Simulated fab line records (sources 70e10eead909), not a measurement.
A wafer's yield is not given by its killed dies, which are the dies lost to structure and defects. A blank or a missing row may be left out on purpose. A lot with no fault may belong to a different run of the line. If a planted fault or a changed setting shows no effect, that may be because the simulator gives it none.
Which tool is to blame? / flow nandHarc / 24 lots with 72 wafers sampled at 3 steps, on a route of 1302 steps

== WHAT THE GAUGES READ, wafer by wafer ==
NHARC_A_CONTACT_CD_MEAS_80.
lot=L075; measured=day 22 03:55; on=cdSem-01; cdNm (nm)=288.0 289.4 288.8
lot=L074; measured=day 22 14:03; on=cdSem-02; cdNm (nm)=290.0 289.6 290.0
lot=L076; measured=day 22 20:47; on=cdSem-03; cdNm (nm)=289.3 289.4 288.9
lot=L077; measured=day 22 20:41; on=cdSem-03; cdNm (nm)=288.9 290.4 290.3
lot=L079; measured=day 23 12:20; on=cdSem-02; cdNm (nm)=289.6 289.3 288.8
lot=L078; measured=day 24 02:31; on=cdSem-01; cdNm (nm)=288.5 288.0 288.2
lot=L081; measured=day 24 20:53; on=cdSem-02; cdNm (nm)=290.5 290.0 289.7
lot=L082; measured=day 25 05:36; on=cdSem-01; cdNm (nm)=289.1 289.4 288.7
lot=L083; measured=day 25 19:46; on=cdSem-02; cdNm (nm)=289.4 290.2 289.7
lot=L084; measured=day 26 09:38; on=cdSem-02; cdNm (nm)=289.3 288.7 290.2
lot=L086; measured=day 26 12:09; on=cdSem-02; cdNm (nm)=290.0 289.6 289.5
lot=L085; measured=day 26 18:09; on=cdSem-01; cdNm (nm)=289.1 290.2 289.4
lot=L080; measured=day 27 13:04; on=cdSem-02; cdNm (nm)=290.7 290.9 290.3
lot=L088; measured=day 27 14:25; on=cdSem-01; cdNm (nm)=289.2 290.4 289.2
lot=L089; measured=day 27 15:31; on=cdSem-01; cdNm (nm)=289.4 289.0 289.1
lot=L087; measured=day 28 10:57; on=cdSem-01; cdNm (nm)=289.8 290.6 290.7
lot=L090; measured=day 28 20:59; on=cdSem-01; cdNm (nm)=289.4 290.2 289.4
lot=L091; measured=day 29 16:04; on=cdSem-01; cdNm (nm)=289.1 290.0 289.7
lot=L092; measured=day 30 03:25; on=cdSem-01; cdNm (nm)=289.8 290.2 289.4
lot=L093; measured=day 30 08:04; on=cdSem-03; cdNm (nm)=289.9 289.8 289.6
lot=L094; measured=day 30 08:50; on=cdSem-02; cdNm (nm)=289.8 290.9 290.7
lot=L095; measured=day 30 17:41; on=cdSem-02; cdNm (nm)=288.3 288.4 288.6
lot=L097; measured=day 30 23:34; on=cdSem-03; cdNm (nm)=288.9 288.8 289.4
lot=L096; measured=day 30 23:56; on=cdSem-03; cdNm (nm)=290.8 289.6 290.6

NHARC_A_CONTACT_CD_MEAS_08 targets a cd of 200 nm.
lot=L075; measured=day 22 07:28; on=cdSem-03; cdNm (nm)=201.0 199.7 200.3
lot=L074; measured=day 22 18:02; on=cdSem-02; cdNm (nm)=200.6 200.4 200.0
lot=L076; measured=day 23 01:01; on=cdSem-03; cdNm (nm)=200.1 200.1 199.9
lot=L077; measured=day 23 00:38; on=cdSem-02; cdNm (nm)=200.0 200.0 200.0
lot=L079; measured=day 23 15:38; on=cdSem-03; cdNm (nm)=201.1 201.2 201.3
lot=L078; measured=day 24 09:22; on=cdSem-02; cdNm (nm)=199.7 200.6 200.2
lot=L081; measured=day 25 00:19; on=cdSem-02; cdNm (nm)=201.3 200.3 200.4
lot=L082; measured=day 25 11:07; on=cdSem-02; cdNm (nm)=200.6 199.6 200.6
lot=L083; measured=day 25 23:11; on=cdSem-02; cdNm (nm)=201.0 199.2 200.0
lot=L084; measured=day 26 16:18; on=cdSem-02; cdNm (nm)=199.7 200.6 200.0
lot=L086; measured=day 26 18:11; on=cdSem-03; cdNm (nm)=200.4 199.7 199.7
lot=L085; measured=day 27 00:14; on=cdSem-02; cdNm (nm)=199.9 199.6 200.0
lot=L080; measured=day 27 16:22; on=cdSem-01; cdNm (nm)=199.7 200.8 200.4
lot=L088; measured=day 27 17:43; on=cdSem-01; cdNm (nm)=201.2 201.2 201.4
lot=L089; measured=day 27 19:09; on=cdSem-03; cdNm (nm)=201.1 199.8 200.2
lot=L087; measured=day 28 14:22; on=cdSem-03; cdNm (nm)=199.0 200.1 199.2
lot=L090; measured=day 29 03:05; on=cdSem-03; cdNm (nm)=200.4 200.4 200.1
lot=L091; measured=day 29 21:29; on=cdSem-02; cdNm (nm)=199.8 200.7 200.3
lot=L092; measured=day 30 08:38; on=cdSem-01; cdNm (nm)=200.0 200.3 199.9
lot=L093; measured=day 30 14:10; on=cdSem-03; cdNm (nm)=199.3 200.8 200.0
lot=L094; measured=day 30 16:01; on=cdSem-03; cdNm (nm)=199.9 199.4 200.5
lot=L095; measured=day 30 21:02; on=cdSem-03; cdNm (nm)=200.0 200.2 199.5
lot=L097; measured=day 31 03:07; on=cdSem-01; cdNm (nm)=200.1 200.7 200.1
lot=L096; measured=day 31 03:29; on=cdSem-03; cdNm (nm)=201.1 200.4 199.9

== WHAT TOOL EACH LOT RAN ON (gives the tool, then ch and the chambers of the sampled wafers, and finally the start) ==
lot=L075; NHARC_A_CONTACT_ETCH_124=harCapEtch-03 ch 0,1, day 22 01:14
lot=L074; NHARC_A_CONTACT_ETCH_124=harCapEtch-01 ch 1, day 22 11:24
lot=L076; NHARC_A_CONTACT_ETCH_124=harCapEtch-02 ch 0,1, day 22 18:01
lot=L077; NHARC_A_CONTACT_ETCH_124=harCapEtch-03 ch 0,1, day 22 18:04
lot=L079; NHARC_A_CONTACT_ETCH_124=harCapEtch-03 ch 0,1, day 23 09:44
lot=L078; NHARC_A_CONTACT_ETCH_124=harCapEtch-03 ch 0,1, day 23 23:28
lot=L081; NHARC_A_CONTACT_ETCH_124=harCapEtch-03 ch 0,1, day 24 18:17
lot=L082; NHARC_A_CONTACT_ETCH_124=harCapEtch-03 ch 0,1, day 25 03:02
lot=L083; NHARC_A_CONTACT_ETCH_124=harCapEtch-01 ch 0,1, day 25 17:10
lot=L084; NHARC_A_CONTACT_ETCH_124=harCapEtch-03 ch 0,1, day 26 07:02
lot=L086; NHARC_A_CONTACT_ETCH_124=harCapEtch-01 ch 0,1, day 26 09:32
lot=L085; NHARC_A_CONTACT_ETCH_124=harCapEtch-03 ch 0,1, day 26 15:32
lot=L080; NHARC_A_CONTACT_ETCH_124=harCapEtch-01 ch 0,1, day 27 10:29
lot=L088; NHARC_A_CONTACT_ETCH_124=harCapEtch-03 ch 0,1, day 27 11:52
lot=L089; NHARC_A_CONTACT_ETCH_124=harCapEtch-02 ch 0,1, day 27 12:56
lot=L087; NHARC_A_CONTACT_ETCH_124=harCapEtch-03 ch 0,1, day 28 08:20
lot=L090; NHARC_A_CONTACT_ETCH_124=harCapEtch-03 ch 0,1, day 28 18:25
lot=L091; NHARC_A_CONTACT_ETCH_124=harCapEtch-03 ch 0,1, day 29 13:27
lot=L092; NHARC_A_CONTACT_ETCH_124=harCapEtch-02 ch 0,1, day 30 00:52
lot=L093; NHARC_A_CONTACT_ETCH_124=harCapEtch-01 ch 0,1, day 30 05:11
lot=L094; NHARC_A_CONTACT_ETCH_124=harCapEtch-02 ch 0,1, day 30 06:03
lot=L095; NHARC_A_CONTACT_ETCH_124=harCapEtch-02 ch 0,1, day 30 15:04
lot=L097; NHARC_A_CONTACT_ETCH_124=harCapEtch-03 ch 0,1, day 30 20:57
lot=L096; NHARC_A_CONTACT_ETCH_124=harCapEtch-02 ch 0,1, day 30 21:22
- NHARC_A_CONTACT_ETCH_124: etches the open film in C4F8/O2/Ar, time 140 s, target depth 700 nm.

== WHAT THE TOOLS THEMSELVES READ (means of the sampled wafers that have a number; where no wafer has one, the mark that the record gives instead) ==
The record holds no such reading with a usual standard deviation.

== THE ANSWER, worked out from the rows above alone ==
Rule: the usual values come from the lots themselves. Put in order of their means at a reading, lots are off if they are a third of the lots or fewer, leave a main group of 4 or more, and stand apart from it by a gap of 3 or more times the standard deviation of the main group's means; of several such gaps the widest counts. Not used: any main group whose means are identical at the precision the tables above print for the reading. Also off: a lot with no number at a reading for which 4 or more lots have one. The other lots that the step has rows for count as sound. After the gauges, taken in route order, come the tools' own readings; for these a lot's mean is taken, as printed above. At the first step where some lot is off, the reading lying furthest off is the one used; lots without a number count as furthest.
Nothing can be told from this: no lot is off at any reading shown.

== WHAT WAS PUT IN BY THE SIMULATOR ==
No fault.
